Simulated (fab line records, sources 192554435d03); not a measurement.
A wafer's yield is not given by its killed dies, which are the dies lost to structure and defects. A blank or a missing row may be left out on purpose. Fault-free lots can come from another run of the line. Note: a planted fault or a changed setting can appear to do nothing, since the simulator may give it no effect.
Chamber matching || flow n5 finfet || ald sin-01 running N5_SDB_ALD_29: 4 sister chambers
The step deposits SiNx, target thk 30 nm, pulse time 1 s, ald cycles 600. 4 wafers are shown with their chamber, then 10 later ones without.

== WAFERS WITH THEIR CHAMBER ==
{"wafer": "L084.1", "chamber": 1, "heater power w (W)": 822}
{"wafer": "L086.6", "chamber": 2, "heater power w (W)": 956}
{"wafer": "L087.2", "chamber": 3, "heater power w (W)": 737}
{"wafer": "L087.3", "chamber": 0, "heater power w (W)": 964}

== WAFERS WITHOUT THEIR CHAMBER ==
{"wafer": "L087.5", "heater power w (W)": 962}
{"wafer": "L090.1", "heater power w (W)": 754}
{"wafer": "L090.4", "heater power w (W)": 956}
{"wafer": "L090.5", "heater power w (W)": 762}
{"wafer": "L091.1", "heater power w (W)": 839}
{"wafer": "L091.4", "heater power w (W)": 752}
{"wafer": "L091.6", "heater power w (W)": 824}
{"wafer": "L094.1", "heater power w (W)": 836}
{"wafer": "L094.4", "heater power w (W)": 975}
{"wafer": "L094.5", "heater power w (W)": 984}

== CHAMBER TAKEN BY EACH ==
{"wafer": "L087.5", "from the rows above": "can't be placed: 0 or 2", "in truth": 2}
{"wafer": "L090.1", "from the rows above": 3, "in truth": 3}
{"wafer": "L090.4", "from the rows above": "can't be placed: 2 or 0", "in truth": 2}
{"wafer": "L090.5", "from the rows above": 3, "in truth": 3}
{"wafer": "L091.1", "from the rows above": 1, "in truth": 1}
{"wafer": "L091.4", "from the rows above": 3, "in truth": 3}
{"wafer": "L091.6", "from the rows above": 1, "in truth": 1}
{"wafer": "L094.1", "from the rows above": 1, "in truth": 1}
{"wafer": "L094.4", "from the rows above": "can't be placed: 0 or 2", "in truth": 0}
{"wafer": "L094.5", "from the rows above": "can't be placed: 0 or 2", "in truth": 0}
Correctly placed: 6 of 10. Cannot be placed on the basis of these rows: 4; the candidates contain the true chamber in 4. 0 placed wrongly.
How it was worked out, from the rows above alone: a wafer's distance from a chamber is the root of the sum, over the readings, of the square of ((its reading less the chamber's mean) divided by the reading's scatter). The wafer belongs to the nearest chamber; if the next one is less than 2 further off, it can't be placed. Each chamber's mean is taken over the wafers shown for it. The scatter: root of mean squared gap, hidden wafer to nearest shown wafer, with one shown wafer a chamber.
